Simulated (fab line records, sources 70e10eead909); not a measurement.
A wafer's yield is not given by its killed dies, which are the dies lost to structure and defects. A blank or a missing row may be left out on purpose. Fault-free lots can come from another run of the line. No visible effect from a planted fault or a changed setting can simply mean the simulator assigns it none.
Chamber matching ; flow nandHarc ; NHARC_A_ZERO_WELL_DESCUM_12 on rieDiel-10 has 4 sister chambers
The step chemistry O2, time 3 s. 22 wafers are shown with their chamber, then 11 later ones without.

## WAFERS WITH THEIR CHAMBER
wafer;chamber;oesProductAu (a.u.);rfVppV (V);o2FlowSccm (sccm)
L202.3;2;1.001;55.6;200.2
L202.4;0;1.002;56.8;199.6
L202.6;2;0.995;58.1;199.9
L204.4;0;1.011;58.1;200.3
L204.5;3;0.987;58.1;199.4
L204.6;2;1.007;59.4;199.5
L205.1;1;1.002;59.6;198.9
L205.2;2;0.995;57.6;200.0
L205.4;0;1.002;57.8;200.6
L206.2;1;1.001;59.5;199.5
L206.4;2;0.998;58.4;200.1
L206.6;2;1.009;57.9;199.9
L209.1;3;0.998;58.2;200.5
L209.2;1;0.998;59.6;199.6
L209.4;0;0.996;58.6;200.1
L210.1;3;1.001;58.1;201.0
L210.4;1;1.003;58.3;200.4
L210.6;0;1.008;58.2;199.2
L211.1;0;1.024;57.9;199.6
L211.4;2;1.005;57.9;199.7
L211.6;1;0.998;58.0;200.0
L212.1;2;1.017;59.5;200.1

SIGNATURES (averages over the wafers above)
reading;chamber 0;chamber 1;chamber 2;chamber 3;scatter within a chamber
oesProductAu;1.00717;1.00040;1.00337;0.99533;0.00751
rfVppV;57.900;59.000;58.050;58.133;0.901
o2FlowSccm;199.900;199.680;199.925;200.300;0.491
Rule: for each reading, subtract the chamber's mean from the wafer's reading, divide by that reading's scatter and square the result; add these up over the readings and take the root, which gives the wafer's distance from the chamber. The wafer belongs to the nearest chamber; if the next one is less than 2 further off, it can't be placed. How the scatter is found: for the shown wafers, subtract from each reading the mean of its chamber, square and add these, divide the total by (wafers less chambers), then take the root.

## WAFERS WHOSE CHAMBER IS MISSING
wafer;oesProductAu (a.u.);rfVppV (V);o2FlowSccm (sccm)
L212.5;0.999;57.4;199.7
L212.6;0.998;59.3;200.5
L217.2;0.984;59.3;199.7
L217.3;0.997;58.5;200.4
L217.5;1.004;57.6;199.8
L218.1;0.991;58.2;199.4
L218.2;1.003;58.9;199.3
L218.6;0.989;59.5;200.7
L224.2;1.002;57.2;200.0
L224.5;1.004;58.4;199.6
L224.6;1.002;57.5;199.9

## WHICH CHAMBER EACH WENT THROUGH
wafer;from the rows above;in truth
L212.5;can't be placed: 2 or 0 or 3 or 1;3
L212.6;can't be placed: 3 or 1 or 2 or 0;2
L217.2;can't be placed: 1 or 3 or 2 or 0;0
L217.3;can't be placed: 3 or 2 or 1 or 0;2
L217.5;can't be placed: 2 or 0 or 1 or 3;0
L218.1;can't be placed: 1 or 3 or 2 or 0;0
L218.2;can't be placed: 1 or 2 or 0 or 3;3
L218.6;can't be placed: 3 or 1 or 2 or 0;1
L224.2;can't be placed: 2 or 0 or 3 or 1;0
L224.5;can't be placed: 2 or 1 or 0 or 3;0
L224.6;can't be placed: 2 or 0 or 3 or 1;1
Placed correctly: 0 of 11. These rows do not allow placing 11 (true chamber among the candidates in 11). Wrongly placed: 0.
